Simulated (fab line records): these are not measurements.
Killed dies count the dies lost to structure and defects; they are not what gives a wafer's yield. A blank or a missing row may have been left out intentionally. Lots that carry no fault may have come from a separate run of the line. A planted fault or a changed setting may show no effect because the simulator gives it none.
Matching of chambers	flow nand_harc	NHARC_A_SLIT_ETCH_29 on rie_diel-08: 4 sister chambers
The step etches the open film in CF4/O2, target depth 100 nm, overetch 10 nm, time 55 s. 14 wafers are shown with their chamber, then 6 later ones without.

== EACH WAFER AND ITS CHAMBER ==
wafer	chamber	rf_vpp_V (V)	oes_product_au (a.u.)	oes_o_777_au (a.u.)
L710.2	2	200.6	1.009	1.001
L710.4	0	197.7	0.999	0.998
L710.6	2	199.7	1.013	1.005
L712.1	1	198.5	1.002	1.000
L712.2	3	197.0	1.015	0.995
L712.5	1	198.2	0.998	0.998
L714.1	3	196.7	1.014	1.012
L714.3	1	197.5	1.003	0.991
L714.6	1	199.7	1.013	0.996
L713.2	2	200.2	1.004	1.009
L713.3	0	197.7	0.981	0.996
L713.4	1	198.5	0.995	0.999
L724.4	1	197.6	1.002	0.999
L724.5	3	196.8	1.000	1.004

SIGNATURES (means of the wafers above)
reading	chamber 0	chamber 1	chamber 2	chamber 3	scatter within a chamber
rf_vpp_V	197.700	198.333	200.167	196.833	0.602
oes_product_au	0.99000	1.00217	1.00867	1.00967	0.00728
oes_o_777_au	0.99700	0.99717	1.00500	1.00367	0.00483
Rule: a wafer lies at a distance from a chamber equal to the root of the sum of squares, over the readings, of (its reading less the chamber's mean, divided by the reading's scatter). The wafer belongs to the nearest chamber; if the next one is less than 2 further off, it can't be placed. How the scatter is found: for the shown wafers, subtract from each reading the mean of its chamber, square and add these, divide the total by (wafers less chambers), then take the root.

== WAFERS WITHOUT THEIR CHAMBER ==
wafer	rf_vpp_V (V)	oes_product_au (a.u.)	oes_o_777_au (a.u.)
L726.4	197.9	1.008	1.002
L726.5	198.7	1.002	0.996
L726.6	200.0	0.997	1.009
L731.2	199.7	1.003	1.002
L731.5	196.6	1.002	1.009
L731.6	200.1	1.007	0.996

== EACH ONE'S CHAMBER ==
wafer	from the rows above	in truth
L726.4	can't be placed: 1 or 3 or 0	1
L726.5	can't be placed: 1 or 0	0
L726.6	can't be placed: 2 or 1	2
L731.2	can't be placed: 2 or 1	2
L731.5	can't be placed: 3 or 0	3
L731.6	can't be placed: 2 or 1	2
Correct placement for 0 of the 6. Unplaceable from these rows: 6, with the true chamber sitting among the candidates in 6. Placed wrongly: 0.
